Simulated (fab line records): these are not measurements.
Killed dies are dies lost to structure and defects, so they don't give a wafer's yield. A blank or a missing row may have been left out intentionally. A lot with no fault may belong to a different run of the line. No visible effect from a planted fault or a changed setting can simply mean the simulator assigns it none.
What tool caused it? | flow n5-finfet | 10 lots, 29 wafers sampled, at 5 steps of a route of 1938

## WHAT EACH GAUGE READ, for each wafer
N5_MOL_CONTACT_COAG_THK_MEAS_29. Usual: MD_CAP_THK 17.92 nm, standard deviation 0.1.
lot  | measured     | on            | MD_CAP_THK (nm)   | flag
L321 | day 5 02:57  | film-metro-01 | 17.84 17.76 17.77 |
L323 | day 5 10:14  | film-metro-01 | 17.81 17.89 17.87 |
L324 | day 5 21:33  | film-metro-01 | 17.99 17.92 17.91 |
L326 | day 6 08:14  | film-metro-01 | 18.06 17.76 18.00 |
L328 | day 6 20:49  | film-metro-02 | 17.69 17.87 17.77 |
L335 | day 8 15:00  | film-metro-01 | 17.94 18.07 17.83 |
L334 | day 8 15:36  | film-metro-02 | 17.97 17.93 18.12 |
L339 | day 9 20:44  | film-metro-02 | 17.73 18.03       |
L341 | day 10 04:11 | film-metro-01 | 17.77 18.05 17.90 |
L342 | day 10 07:57 | film-metro-01 | 18.01 17.78 17.82 |

N5_BEOL_M4_RC_MEAS_101. Usual: DIBL_N 36.1 mV/V, standard deviation 2; DIBL_P 36.3 mV/V, standard deviation 2.4; IOFF_N 0.15 nA/um, standard deviation 0.035; IOFF_P 0.21 nA/um, standard deviation 0.039; ION_N 672 uA/um, standard deviation 15; ION_P 463 uA/um, standard deviation 9.7; SS_N 71.5 mV/dec, standard deviation 0.7; SS_P 73.2 mV/dec, standard deviation 0.75; VT_N 251 mV, standard deviation 3.6; VT_P -250 mV, standard deviation 3.8.
lot  | measured     | on        | DIBL_N (mV/V)  | DIBL_P (mV/V)  | IOFF_N (nA/um) | IOFF_P (nA/um) | ION_N (uA/um) | ION_P (uA/um) | SS_N (mV/dec)  | SS_P (mV/dec)  | VT_N (mV)   | VT_P (mV)      | flag
L321 | day 8 06:25  | prober-01 | 33.8 35.8 36.9 | 33.2 36.5 37.2 | 0.12 0.14 0.15 | 0.18 0.22 0.24 | 676 670 669   | 466 468 466   | 70.3 71.2 71.5 | 72.8 73.4 73.8 | 255 252 253 | -252 -247 -248 |
L323 | day 8 08:31  | prober-01 | 32.3 37.0 35.8 | 33.3 38.7 37.5 | 0.11 0.19 0.16 | 0.18 0.27 0.25 | 672 694 688   | 481 481 484   | 71.6 71.2 71.5 | 72.3 73.3 73.6 | 254 247 249 | -248 -245 -247 |
L324 | day 9 00:01  | prober-02 | 35.3 31.4 32.5 | 37.2 32.2 32.9 | 0.12 0.08 0.08 | 0.16 0.11 0.11 | 675 637 631   | 453 439 434   | 71.4 69.7 70.5 | 73.3 71.6 72.3 | 253 260 261 | -258 -262 -262 |
L326 | day 9 03:31  | prober-02 | 37.0 34.6 35.8 | 38.5 35.6 36.7 | 0.18 0.13 0.16 | 0.27 0.20 0.23 | 695 671 691   | 480 468 478   | 71.8 71.5 70.7 | 74.5 73.2 74.0 | 247 254 248 | -246 -248 -247 |
L328 | day 9 22:31  | prober-01 | 35.6 33.7 35.2 | 35.5 34.3 35.2 | 0.15 0.15 0.16 | 0.21 0.19 0.21 | 667 670 677   | 464 457 461   | 71.7 70.9 71.2 | 73.1 72.5 73.4 | 250 249 246 | -248 -248 -249 |
L335 | day 11 12:26 | prober-02 | 37.0 34.1 35.9 | 37.2 33.6 35.8 | 0.17 0.12 0.15 | 0.24 0.17 0.21 | 696 655 687   | 474 457 474   | 71.3 70.9 70.9 | 72.7 72.2 73.0 | 247 253 252 | -248 -253 -252 |
L334 | day 11 12:25 | prober-01 | 36.8 37.1 34.5 | 38.0 37.9 34.3 | 0.18 0.18 0.13 | 0.25 0.26 0.20 | 691 684 663   | 474 473 459   | 71.4 71.4 70.8 | 74.8 73.8 73.7 | 247 249 249 | -247 -247 -251 |
L339 | day 12 20:33 | prober-02 | 40.0 42.3      | 41.2 42.9      | 0.21 0.26      | 0.27 0.31      | 683 692       | 461 468       | 72.2 73.1      | 74.7 75.0      | 249 243     | -249 -245      |
L341 | day 12 23:37 | prober-02 | 36.1 34.5 33.7 | 38.5 35.5 33.6 | 0.17 0.14 0.12 | 0.24 0.20 0.17 | 673 666 662   | 474 462 456   | 71.7 72.0 71.0 | 74.1 73.4 72.7 | 250 250 252 | -250 -251 -255 |
L342 | day 13 18:46 | prober-01 | 37.0 32.3 34.5 | 37.2 31.4 34.8 | 0.18 0.10 0.14 | 0.24 0.15 0.21 | 672 652 665   | 458 457 458   | 72.1 70.9 71.1 | 73.5 71.8 72.5 | 248 258 252 | -250 -254 -249 |

## TOOL THAT RAN EACH LOT (tool first, then ch and the chambers of the sampled wafers, then the start)
lot  | N5_MOL_CONTACT_COAG_SPUTTER_130 | N5_MOL_CONTACT_COAG_ALD_131       | N5_MOL_CONTACT_COAG_ETCHBACK_132
L321 | pvd-sputter-01, day 4 23:59     | ald-sin-02 ch 0,1,3, day 5 05:33  | rie-diel-05 ch 0,1, day 5 05:44
L323 | pvd-sputter-01, day 5 07:15     | ald-sin-03 ch 0,2,3, day 5 11:58  | rie-diel-04 ch 0,2,3, day 5 12:09
L324 | pvd-sputter-03, day 5 18:36     | ald-sin-03 ch 0,1,3, day 5 23:01  | rie-diel-04 ch 0,1,3, day 5 23:12
L326 | pvd-sputter-03, day 6 05:17     | ald-sin-04 ch 0,2, day 6 09:39    | rie-diel-04 ch 1,2, day 6 09:50
L328 | pvd-sputter-02, day 6 17:58     | ald-sin-02 ch 0,1,3, day 6 22:25  | rie-diel-04 ch 1,3, day 6 22:35
L335 | pvd-sputter-03, day 8 11:58     | ald-sin-02 ch 1,2,3, day 8 17:25  | rie-diel-04 ch 0,1,2, day 8 17:38
L334 | pvd-sputter-03, day 8 12:23     | ald-sin-02 ch 0,1,3, day 8 17:54  | rie-diel-04 ch 0,1,2, day 8 18:05
L339 | pvd-sputter-01, day 9 17:38     | ald-sin-04 ch 1,3, day 9 21:53    | rie-diel-01 ch 0,1, day 9 22:03
L341 | pvd-sputter-02, day 10 01:17    | ald-sin-03 ch 0,2,3, day 10 05:22 | rie-diel-04 ch 0,3, day 10 05:32
L342 | pvd-sputter-01, day 10 05:05    | ald-sin-04 ch 1,2, day 10 09:06   | rie-diel-05 ch 2,3, day 10 09:26
- N5_MOL_CONTACT_COAG_SPUTTER_130: material Co, target thk 47.5 nm.
- N5_MOL_CONTACT_COAG_ALD_131: deposits SiO2, target thk 5 nm, pulse time 1 s, co reactant pulse time 1 s.
- N5_MOL_CONTACT_COAG_ETCHBACK_132: etches SiO2 in CHF3, target depth 10 nm, time 6.7 s.

## WHAT THE TOOLS THEMSELVES READ (means of the sampled wafers that have a number; where no wafer has one, the mark that the record gives instead)
N5_MOL_CONTACT_COAG_SPUTTER_130. Usual: throttle-valve-pct 29.8 %, standard deviation 0.91.
lot  | tool           | throttle-valve-pct (%) | flag
L321 | pvd-sputter-01 | 30.1                   |
L323 | pvd-sputter-01 | 29.8                   |
L324 | pvd-sputter-03 | 29.7                   |
L326 | pvd-sputter-03 | 29.9                   |
L328 | pvd-sputter-02 | 29.6                   |
L335 | pvd-sputter-03 | 29.5                   |
L334 | pvd-sputter-03 | 29.5                   |
L339 | pvd-sputter-01 | 30.4                   |
L341 | pvd-sputter-02 | 29.1                   |
L342 | pvd-sputter-01 | 30.5                   |

N5_MOL_CONTACT_COAG_ALD_131. Usual: heater-power-w 80 W, standard deviation 5.9; precursor-pulse-height-rel 1.000, standard deviation 0.021.
lot  | tool       | heater-power-w (W) | precursor-pulse-height-rel | flag
L321 | ald-sin-02 | 76                 | 1.012                      |
L323 | ald-sin-03 | 78                 | 1.001                      |
L324 | ald-sin-03 | 77                 | 0.994                      |
L326 | ald-sin-04 | 95                 | 0.993                      |
L328 | ald-sin-02 | 76                 | 0.988                      |
L335 | ald-sin-02 | 77                 | 0.987                      |
L334 | ald-sin-02 | 76                 | 0.994                      |
L339 | ald-sin-04 | 82                 | 0.974                      |
L341 | ald-sin-03 | 78                 | 1.008                      |
L342 | ald-sin-04 | 78                 | 0.971                      |

N5_MOL_CONTACT_COAG_ETCHBACK_132. Usual: drypump-motor-current-A 5.5 A, standard deviation 0.38; oes-product-au 0.76 a.u., standard deviation 0.087; rf-vpp-V 532 V, standard deviation 19; showerhead-plenum-p-Torr 2.38 Torr, standard deviation 0.089; throttle-valve-pct 18.79 %, standard deviation 0.25.
lot  | tool        | drypump-motor-current-A (A) | oes-product-au (a.u.) | rf-vpp-V (V) | showerhead-plenum-p-Torr (Torr) | throttle-valve-pct (%) | flag
L321 | rie-diel-05 | 5.4                         | 0.80                  | 519          | 2.31                            | 18.57                  |
L323 | rie-diel-04 | 5.6                         | 0.70                  | 536          | 2.46                            | 18.89                  |
L324 | rie-diel-04 | 5.6                         | 0.69                  | 523          | 2.40                            | 18.83                  |
L326 | rie-diel-04 | 5.6                         | 0.70                  | 530          | 2.34                            | 19.02                  |
L328 | rie-diel-04 | 5.2                         | 0.68                  | 515          | 2.39                            | 18.74                  |
L335 | rie-diel-04 | 5.8                         | 0.76                  | 536          | 2.40                            | 18.92                  |
L334 | rie-diel-04 | 5.8                         | 0.76                  | 536          | 2.40                            | 18.92                  |
L339 | rie-diel-01 | 5.6                         | 0.80                  | 540          | 2.34                            | 18.66                  |
L341 | rie-diel-04 | 5.7                         | 0.89                  | 529          | 2.44                            | 18.43                  |
L342 | rie-diel-05 | 5.2                         | 0.72                  | 514          | 2.35                            | 18.88                  |

## THE ANSWER, worked out from the rows above alone
Rule: a lot counts as off when the mean over its wafers that have a number is more than 3 standard deviations away from the usual mean. A lot without any number at a reading at which 4 lots or more have one is off too. Any other lot the step has rows for is counted as sound. First the gauges in route order, then the tools' own readings, where a lot's mean is used as printed above. The first step at which some lot is off is used, and at that step the reading that is off furthest; a lot without a number counts as furthest.
None of the lots is off at any reading shown; this tells nothing.

## WHAT HAD BEEN PUT IN BY THE SIMULATOR
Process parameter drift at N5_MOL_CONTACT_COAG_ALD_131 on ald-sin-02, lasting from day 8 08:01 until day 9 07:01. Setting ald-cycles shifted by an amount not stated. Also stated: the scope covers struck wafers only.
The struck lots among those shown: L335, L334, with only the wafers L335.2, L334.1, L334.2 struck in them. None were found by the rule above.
